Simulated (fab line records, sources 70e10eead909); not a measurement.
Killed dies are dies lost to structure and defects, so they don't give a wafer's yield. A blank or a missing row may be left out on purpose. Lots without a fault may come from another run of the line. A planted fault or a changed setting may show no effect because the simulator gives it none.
Which tool did it? | flow nand_harc | 24 lots, 72 wafers sampled, at 6 steps of a route of 1159

WHAT THE GAUGES READ, wafer by wafer
NHARC_P_ZERO_WELL_CD_MEAS_37: target cd 720 nm.
lot  | measured    | on        | cd_nm (nm)
L074 | day 1 16:14 | cd_sem-01 | 718.4 719.6 719.6
L075 | day 1 22:00 | cd_sem-02 | 719.8 715.8 719.2
L076 | day 2 04:17 | cd_sem-01 | 720.4 720.4 717.9
L077 | day 2 10:16 | cd_sem-03 | 722.4 715.2 719.5
L078 | day 2 16:35 | cd_sem-02 | 719.4 717.2 715.4
L079 | day 2 22:03 | cd_sem-02 | 721.5 717.9 715.3
L080 | day 3 04:11 | cd_sem-01 | 717.1 721.5 718.9
L081 | day 3 10:44 | cd_sem-01 | 717.0 714.1 717.1
L082 | day 3 16:10 | cd_sem-02 | 718.7 719.5 719.5
L083 | day 3 22:38 | cd_sem-03 | 719.7 715.7 718.0
L084 | day 4 04:08 | cd_sem-01 | 718.6 718.1 719.5
L085 | day 4 10:11 | cd_sem-03 | 720.5 718.7 717.7
L086 | day 4 16:00 | cd_sem-01 | 717.4 718.0 716.5
L087 | day 5 01:51 | cd_sem-02 | 713.6 717.9 716.4
L088 | day 5 04:06 | cd_sem-03 | 719.2 718.9 718.4
L089 | day 5 10:01 | cd_sem-03 | 716.1 720.0 715.4
L090 | day 5 15:59 | cd_sem-02 | 714.0 718.0 717.6
L091 | day 5 22:06 | cd_sem-02 | 717.9 721.3 720.4
L092 | day 6 04:16 | cd_sem-03 | 718.3 717.5 720.0
L093 | day 6 10:10 | cd_sem-03 | 715.1 715.1 715.9
L094 | day 6 16:23 | cd_sem-03 | 715.8 719.4 718.3
L095 | day 6 22:02 | cd_sem-03 | 720.6 721.4 724.2
L096 | day 7 04:14 | cd_sem-02 | 717.9 714.8 718.4
L097 | day 7 10:06 | cd_sem-03 | 723.3 719.3 716.4

NHARC_P_STI_OCD_MEAS_17.
lot  | measured    | on     | trench_depth_nm (nm) | trench_foot_cd_nm (nm)
L074 | day 2 16:53 | ocd-01 | 294 296 296          | 163.4 153.8 158.2
L075 | day 2 17:02 | ocd-02 | 294 297 294          | 154.3 153.7 156.6
L076 | day 3 03:46 | ocd-01 | 300 296 295          | 164.3 156.1 155.7
L077 | day 3 08:35 | ocd-02 | 295 292 296          | 159.3 156.7 152.8
L078 | day 3 08:47 | ocd-01 | 301 302 300          | 154.8 161.4 154.4
L079 | day 3 18:20 | ocd-01 | 295 304 294          | 162.2 155.6 157.9
L080 | day 4 00:28 | ocd-01 | 290 289 284          | 154.4 156.2 156.1
L081 | day 4 08:17 | ocd-01 | 301 297 293          | 156.7 163.1 155.7
L082 | day 4 08:28 | ocd-02 | 303 298 294          | 160.4 157.7 158.9
L083 | day 4 19:16 | ocd-01 | 293 300 299          | 158.6 156.3 158.5
L084 | day 5 00:06 | ocd-01 | 297 292 295          | 160.2 155.7 158.7
L085 | day 5 06:38 | ocd-01 | 293 287 297          | 155.6 154.0 152.8
L086 | day 5 17:37 | ocd-02 | 290 293 288          | 154.2 154.3 154.8
L087 | day 5 22:17 | ocd-01 | 301 300 290          | 157.1 154.1 160.6
L088 | day 5 22:07 | ocd-02 | 302 296 292          | 155.0 160.6 161.0
L089 | day 6 06:58 | ocd-02 | 298 310 296          | 153.8 154.0 156.0
L090 | day 6 14:28 | ocd-01 | 306 297 303          | 158.1 157.7 158.2
L091 | day 6 14:18 | ocd-02 | 298 292 296          | 153.0 153.9 154.6
L092 | day 7 03:34 | ocd-01 | 299 296 293          | 160.9 156.5 156.3
L093 | day 7 03:44 | ocd-01 | 289 296 300          | 157.3 160.3 160.3
L094 | day 7 11:52 | ocd-01 | 305 298 298          | 155.8 154.9 158.4
L095 | day 7 17:35 | ocd-01 | 294 297 295          | 159.4 158.0 160.4
L096 | day 7 23:50 | ocd-02 | 299 289 299          | 164.7 156.3 159.6
L097 | day 8 05:54 | ocd-01 | 293 305 303          | 154.5 155.8 153.7

NHARC_P_M0_THK_MEAS_24: measures by xrf.
lot  | measured     | on            | thk_nm (nm)
L074 | day 6 12:26  | film_metro-02 | 117.5 117.8 117.8
L075 | day 6 10:23  | film_metro-01 | 116.7 117.0 116.5
L076 | day 6 19:40  | film_metro-01 | 121.1 117.5 115.2
L077 | day 6 23:46  | film_metro-02 | 118.0 120.2 118.0
L078 | day 6 23:12  | film_metro-01 | 114.0 117.9 118.3
L079 | day 7 03:34  | film_metro-01 | 114.2 116.0 116.6
L080 | day 7 08:40  | film_metro-02 | 116.7 115.5 114.8
L081 | day 7 17:31  | film_metro-01 | 115.7 114.3 117.0
L082 | day 8 04:24  | film_metro-01 | 116.3 116.7 118.5
L083 | day 8 07:31  | film_metro-01 | 118.5 114.2 113.8
L084 | day 8 10:50  | film_metro-02 | 118.8 116.8 116.8
L085 | day 9 07:02  | film_metro-01 | 120.7 120.1 118.9
L086 | day 9 05:37  | film_metro-02 | 116.5 118.4 118.1
L087 | day 9 04:58  | film_metro-01 | 116.8 117.2 116.8
L088 | day 8 23:37  | film_metro-01 | 121.6 120.3 121.0
L089 | day 9 16:33  | film_metro-02 | 116.0 114.6 119.4
L090 | day 10 00:37 | film_metro-02 | 118.1 119.2 118.1
L091 | day 10 00:59 | film_metro-01 | 120.1 117.7 118.0
L092 | day 10 20:49 | film_metro-02 | 121.6 119.1 117.3
L093 | day 10 15:54 | film_metro-02 | 118.6 121.1 120.9
L094 | day 10 21:22 | film_metro-02 | 119.5 121.6 120.4
L095 | day 11 05:41 | film_metro-02 | 116.0 116.2 116.0
L096 | day 11 05:37 | film_metro-02 | 114.4 116.6 120.3
L097 | day 11 13:20 | film_metro-02 | 117.0 118.3 116.4

WHICH TOOL RAN EACH LOT (tool, then ch and the chambers of the sampled wafers, then the start)
lot  | NHARC_P_ZERO_WELL_ETCH_65         | NHARC_P_GATE_DESCUM_13            | NHARC_P_M0_ETCH_15
L074 | rie_diel-07 ch 2,3, day 1 13:22   | rie_diel-05 ch 0,1, day 4 08:22   | rie_diel-04 ch 0,2, day 6 12:26 or earlier
L075 | rie_diel-07 ch 0,2, day 1 19:29   | rie_diel-05 ch 0,1,3, day 4 08:32 | rie_diel-06 ch 2,3, day 6 10:23 or earlier
L076 | rie_diel-07 ch 0,1,3, day 2 01:38 | rie_diel-05 ch 0,2,3, day 4 16:39 | rie_diel-06 ch 0,1,2, day 6 19:40 or earlier
L077 | rie_diel-07 ch 0,2,3, day 2 07:30 | rie_diel-12 ch 2,3, day 5 00:38   | rie_diel-07 ch 0,2,3, day 6 23:46 or earlier
L078 | rie_diel-07 ch 0,3, day 2 13:47   | rie_diel-12 ch 2,3, day 5 00:29   | rie_diel-06 ch 0,2, day 6 23:12 or earlier
L079 | rie_diel-09 ch 0,1,3, day 2 19:32 | rie_diel-12 ch 1,2, day 5 08:29   | rie_diel-04 ch 0,3, day 7 03:34 or earlier
L080 | rie_diel-09 ch 1,3, day 3 01:25   | rie_diel-08 ch 1,2,3, day 5 13:52 | rie_diel-06 ch 0,2, day 7 08:40 or earlier
L081 | rie_diel-09 ch 0,1,3, day 3 07:32 | rie_diel-08 ch 1,2, day 5 23:07   | rie_diel-07 ch 0,1,3, day 7 17:31 or earlier
L082 | rie_diel-07 ch 2,3, day 3 13:24   | rie_diel-05 ch 0,2,3, day 5 22:58 | rie_diel-04 ch 1,3, day 8 04:24 or earlier
L083 | rie_diel-09 ch 0,2,3, day 3 19:53 | rie_diel-05 ch 0,1,2, day 6 06:28 | rie_diel-06 ch 0,3, day 8 07:31 or earlier
L084 | rie_diel-09 ch 0,3, day 4 01:31   | rie_diel-05 ch 0,3, day 6 12:14   | rie_diel-07 ch 1,2,3, day 8 10:50 or earlier
L085 | rie_diel-07 ch 2,3, day 4 07:40   | rie_diel-12 ch 0,1,3, day 7 06:10 | rie_diel-06 ch 0,2,3, day 9 07:02 or earlier
L086 | rie_diel-07 ch 1,2,3, day 4 13:22 | rie_diel-08 ch 0,1, day 7 06:09   | rie_diel-07 ch 0,1,3, day 9 05:37 or earlier
L087 | rie_diel-07 ch 0,3, day 4 19:22   | rie_diel-05 ch 1,2, day 7 06:07   | rie_diel-07 ch 0,2,3, day 9 04:58 or earlier
L088 | rie_diel-09 ch 0,2, day 5 01:29   | rie_diel-08 ch 0,1,2, day 7 06:05 | rie_diel-06 ch 0,3, day 8 23:37 or earlier
L089 | rie_diel-09 ch 0,2, day 5 07:22   | rie_diel-12 ch 0,3, day 7 17:52   | rie_diel-04 ch 2,3, day 9 16:33 or earlier
L090 | rie_diel-09 ch 0,2,3, day 5 13:22 | rie_diel-12 ch 0,3, day 8 01:21   | rie_diel-07 ch 0,1,2, day 10 00:37 or earlier
L091 | rie_diel-09 ch 0,1,2, day 5 19:29 | rie_diel-08 ch 0,2,3, day 8 01:24 | rie_diel-04 ch 0,1,3, day 10 00:59 or earlier
L092 | rie_diel-09 ch 0,1,3, day 6 01:31 | rie_diel-08 ch 1,2, day 8 22:08   | rie_diel-04 ch 0,2, day 10 20:49 or earlier
L093 | rie_diel-09 ch 0,2,3, day 6 07:29 | rie_diel-12 ch 0,1,2, day 8 22:11 | rie_diel-04 ch 0,3, day 10 13:35
L094 | rie_diel-07 ch 0,3, day 6 13:33   | rie_diel-12 ch 0,1,2, day 8 22:07 | rie_diel-04 ch 0,2, day 10 21:22 or earlier
L095 | rie_diel-04 ch 0,3, day 6 19:22   | rie_diel-08 ch 0,2,3, day 9 11:03 | rie_diel-07 ch 1,2,3, day 11 05:41 or earlier
L096 | rie_diel-07 ch 1,2,3, day 7 01:31 | rie_diel-05 ch 1,2, day 9 11:05   | rie_diel-07 ch 1,2,3, day 11 05:37 or earlier
L097 | rie_diel-09 ch 0,2,3, day 7 07:22 | rie_diel-08 ch 2,3, day 9 19:11   | rie_diel-07 ch 0,1,3, day 11 13:20 or earlier
- NHARC_P_ZERO_WELL_ETCH_65: etches the open film in N2/H2, target depth 80 nm, overetch 24 nm, time 87.88 s.
- NHARC_P_GATE_DESCUM_13: chemistry O2, time 3 s.
- NHARC_P_M0_ETCH_15: etches the open film in C4F8/Ar, target depth 150 nm, overetch 15 nm, time 82.5 s.

WHAT THE TOOLS THEMSELVES READ (means of the sampled wafers that have a number; where no wafer has one, the mark that the record gives instead)
NHARC_P_ZERO_WELL_ETCH_65.
lot  | tool        | drypump_motor_current_A (A) | n2_flow_sccm (sccm) | oes_product_au (a.u.) | rf_vpp_V (V) | showerhead_plenum_p_Torr (Torr) | throttle_valve_pct (%)
L074 | rie_diel-07 | 5.6                         | 149.7               | 0.983                 | 428          | 1.92                            | 14.171
L075 | rie_diel-07 | 5.7                         | 150.2               | 0.964                 | 427          | 1.92                            | 14.178
L076 | rie_diel-07 | 5.4                         | 150.3               | 1.001                 | 430          | 2.02                            | 14.173
L077 | rie_diel-07 | 5.6                         | 149.9               | 0.986                 | 428          | 1.92                            | 14.176
L078 | rie_diel-07 | 5.6                         | 150.5               | 1.010                 | 427          | 1.93                            | 14.170
L079 | rie_diel-09 | 6.2                         | 150.3               | 1.000                 | 431          | 2.06                            | 14.176
L080 | rie_diel-09 | 6.1                         | 149.8               | 0.994                 | 435          | 2.13                            | 14.168
L081 | rie_diel-09 | 6.1                         | 150.2               | 0.988                 | 431          | 2.06                            | 14.162
L082 | rie_diel-07 | 5.6                         | 150.3               | 1.006                 | 427          | 1.93                            | 14.162
L083 | rie_diel-09 | 6.1                         | 149.8               | 1.003                 | 429          | 1.98                            | 14.175
L084 | rie_diel-09 | 6.2                         | 150.2               | 1.004                 | 429          | 1.99                            | 14.179
L085 | rie_diel-07 | 5.6                         | 150.3               | 1.009                 | 427          | 1.93                            | 14.176
L086 | rie_diel-07 | 5.4                         | 149.8               | 1.001                 | 430          | 2.02                            | 14.160
L087 | rie_diel-07 | 5.7                         | 150.0               | 0.998                 | 427          | 1.93                            | 14.171
L088 | rie_diel-09 | 6.4                         | 149.7               | 1.005                 | 427          | 1.93                            | 14.179
L089 | rie_diel-09 | 6.2                         | 150.2               | 1.008                 | 426          | 1.92                            | 14.178
L090 | rie_diel-09 | 6.1                         | 149.9               | 1.002                 | 429          | 1.98                            | 14.170
L091 | rie_diel-09 | 6.3                         | 150.3               | 1.003                 | 429          | 2.00                            | 14.174
L092 | rie_diel-09 | 6.1                         | 150.3               | 0.992                 | 432          | 2.06                            | 14.181
L093 | rie_diel-09 | 6.1                         | 150.7               | 1.004                 | 429          | 1.98                            | 14.172
L094 | rie_diel-07 | 5.6                         | 150.0               | 0.980                 | 428          | 1.93                            | 14.169
L095 | rie_diel-04 | 5.8                         | 150.0               | 0.998                 | 433          | 2.12                            | 14.175
L096 | rie_diel-07 | 5.4                         | 150.0               | 0.995                 | 430          | 2.02                            | 14.166
L097 | rie_diel-09 | 6.1                         | 149.9               | 1.002                 | 429          | 1.98                            | 14.176

NHARC_P_GATE_DESCUM_13.
lot  | tool        | drypump_motor_current_A (A) | oes_product_au (a.u.) | rf_vpp_V (V) | showerhead_plenum_p_Torr (Torr) | throttle_valve_pct (%)
L074 | rie_diel-05 | 5.9                         | 1.002                 | 57.0         | 1.83                            | 11.310
L075 | rie_diel-05 | 5.5                         | 1.013                 | 57.3         | 1.85                            | 11.303
L076 | rie_diel-05 | 5.7                         | 1.010                 | 57.4         | 1.82                            | 11.304
L077 | rie_diel-12 | 5.7                         | 1.009                 | 58.2         | 1.89                            | 11.311
L078 | rie_diel-12 | 5.7                         | 1.011                 | 58.0         | 1.89                            | 11.305
L079 | rie_diel-12 | 5.6                         | 1.001                 | 58.0         | 1.92                            | 11.303
L080 | rie_diel-08 | 6.2                         | 0.994                 | 57.2         | 1.83                            | 11.320
L081 | rie_diel-08 | 6.2                         | 0.994                 | 57.6         | 1.80                            | 11.318
L082 | rie_diel-05 | 5.7                         | 1.002                 | 57.1         | 1.82                            | 11.317
L083 | rie_diel-05 | 6.1                         | 1.002                 | 56.8         | 1.82                            | 11.308
L084 | rie_diel-05 | 5.1                         | 1.002                 | 57.4         | 1.85                            | 11.302
L085 | rie_diel-12 | 6.3                         | 1.007                 | 58.1         | 1.86                            | 11.326
L086 | rie_diel-08 | 6.3                         | 0.998                 | 57.6         | 1.81                            | 11.319
L087 | rie_diel-05 | 6.1                         | 1.005                 | 57.6         | 1.83                            | 11.313
L088 | rie_diel-08 | 6.1                         | 1.001                 | 58.1         | 1.80                            | 11.322
L089 | rie_diel-12 | 6.4                         | 1.007                 | 57.4         | 1.83                            | 11.297
L090 | rie_diel-12 | 6.5                         | 0.999                 | 57.1         | 1.86                            | 11.310
L091 | rie_diel-08 | 6.0                         | 0.999                 | 57.7         | 1.83                            | 11.298
L092 | rie_diel-08 | 6.2                         | 0.997                 | 56.9         | 1.79                            | 11.303
L093 | rie_diel-12 | 6.0                         | 1.003                 | 57.7         | 1.90                            | 11.304
L094 | rie_diel-12 | 6.0                         | 1.001                 | 57.1         | 1.90                            | 11.301
L095 | rie_diel-08 | 5.9                         | 1.012                 | 57.3         | 1.82                            | 11.315
L096 | rie_diel-05 | 6.1                         | 1.006                 | 57.8         | 1.92                            | 11.312
L097 | rie_diel-08 | 6.0                         | 1.014                 | 58.1         | 1.85                            | 11.314

NHARC_P_M0_ETCH_15.
lot  | tool        | oes_product_au (a.u.) | rf_vpp_V (V)
L074 | rie_diel-04 | 0.967                 | 442
L075 | rie_diel-06 | 0.985                 | 443
L076 | rie_diel-06 | 0.962                 | 442
L077 | rie_diel-07 | 0.972                 | 437
L078 | rie_diel-06 | 0.980                 | 445
L079 | rie_diel-04 | 0.917                 | 442
L080 | rie_diel-06 | 0.964                 | 444
L081 | rie_diel-07 | 0.910                 | 441
L082 | rie_diel-04 | 0.937                 | 440
L083 | rie_diel-06 | 0.939                 | 441
L084 | rie_diel-07 | 0.927                 | 439
L085 | rie_diel-06 | 0.941                 | 443
L086 | rie_diel-07 | 0.918                 | 440
L087 | rie_diel-07 | 0.914                 | 437
L088 | rie_diel-06 | 0.975                 | 440
L089 | rie_diel-04 | 0.952                 | 441
L090 | rie_diel-07 | 0.917                 | 440
L091 | rie_diel-04 | 0.955                 | 442
L092 | rie_diel-04 | 0.929                 | 441
L093 | rie_diel-04 | 0.929                 | 443
L094 | rie_diel-04 | 0.929                 | 442
L095 | rie_diel-07 | 0.955                 | 439
L096 | rie_diel-07 | 0.968                 | 440
L097 | rie_diel-07 | 0.977                 | 440

THE ANSWER, worked out from the rows above alone
Rule: what is usual is taken from the lots themselves. Put in order of their means at a reading, lots are off if they are a third of the lots or fewer, leave a main group of 4 or more, and stand apart from it by a gap of 3 or more times the standard deviation of the main group's means; of several such gaps the widest counts. A main group whose means are all the same, to the digits that the tables above print for the reading, isn't used. A lot without any number at a reading at which 4 lots or more have one is off too. The other lots that the step has rows for count as sound. The gauges are gone through in route order, then the tools' own readings, and for those a lot's mean is taken as printed above. The first step at which some lot is off is used, and at that step the reading that is off furthest; a lot without a number counts as furthest.
No lot is off at any reading shown: from this, nothing can be told.

WHAT THE SIMULATOR HAD PUT IN
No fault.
